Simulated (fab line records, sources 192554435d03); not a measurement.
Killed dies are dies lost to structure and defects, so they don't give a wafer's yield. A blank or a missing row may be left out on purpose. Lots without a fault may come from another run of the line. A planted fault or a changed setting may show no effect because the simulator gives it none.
Which tool did it? | flow n5_finfet | 6 lots, 18 wafers sampled, at 3 steps of a route of 1938

WHAT THE GAUGES READ, wafer by wafer
N5_PASSIVATION_CD_MEAS_30: target cd 4000 nm.
lot  | measured     | on        | cd_nm (nm)
L177 | day 15 14:48 | cd_sem-02 | 4002.7 4001.9 4000.5
L179 | day 15 12:26 | cd_sem-01 | 3998.3 3999.8 3999.5
L188 | day 16 16:11 | cd_sem-03 | 4000.0 4000.6 4002.2
L191 | day 18 01:31 | cd_sem-03 | 3999.3 3996.2 3998.9
L193 | day 18 01:19 | cd_sem-01 | 3999.7 3997.3 3998.7
L198 | day 20 02:32 | cd_sem-01 | 4001.6 4002.8 3999.6

WHICH TOOL RAN EACH LOT (tool, then ch and the chambers of the sampled wafers, then the start)
lot  | N5_HKMG_FIN_ETCH_31               | N5_PASSIVATION_DEGAS_18
L177 | rie_diel-03 ch 0,2, day 4 12:34   | pvd_sputter-03, day 15 14:09
L179 | rie_diel-03 ch 1,2,3, day 5 02:53 | pvd_sputter-01, day 15 11:39
L188 | rie_diel-06 ch 0,1,3, day 7 04:20 | pvd_sputter-01, day 16 15:25
L191 | rie_diel-03 ch 1,2, day 7 21:01   | pvd_sputter-02, day 18 00:44
L193 | rie_diel-02 ch 0,2,3, day 8 08:26 | pvd_sputter-01, day 18 00:32
L198 | rie_diel-02 ch 1,2,3, day 9 14:27 | pvd_sputter-01, day 20 01:45
- N5_HKMG_FIN_ETCH_31: etches SiARC in CF4, target depth 45.5 nm, time 75.8 s.
- N5_PASSIVATION_DEGAS_18: time 60 s.

THE ANSWER, worked out from the rows above alone
Rule: what is usual is taken from the lots themselves. Put in order of their means at a reading, lots are off if they are a third of the lots or fewer, leave a main group of 4 or more, and stand apart from it by a gap of 3 or more times the standard deviation of the main group's means; of several such gaps the widest counts. A main group whose means are all the same, to the digits that the tables above print for the reading, isn't used. A lot without any number at a reading at which 4 lots or more have one is off too. The other lots that the step has rows for count as sound.
No lot is off at any reading shown: from this, nothing can be told.

WHAT THE SIMULATOR HAD PUT IN
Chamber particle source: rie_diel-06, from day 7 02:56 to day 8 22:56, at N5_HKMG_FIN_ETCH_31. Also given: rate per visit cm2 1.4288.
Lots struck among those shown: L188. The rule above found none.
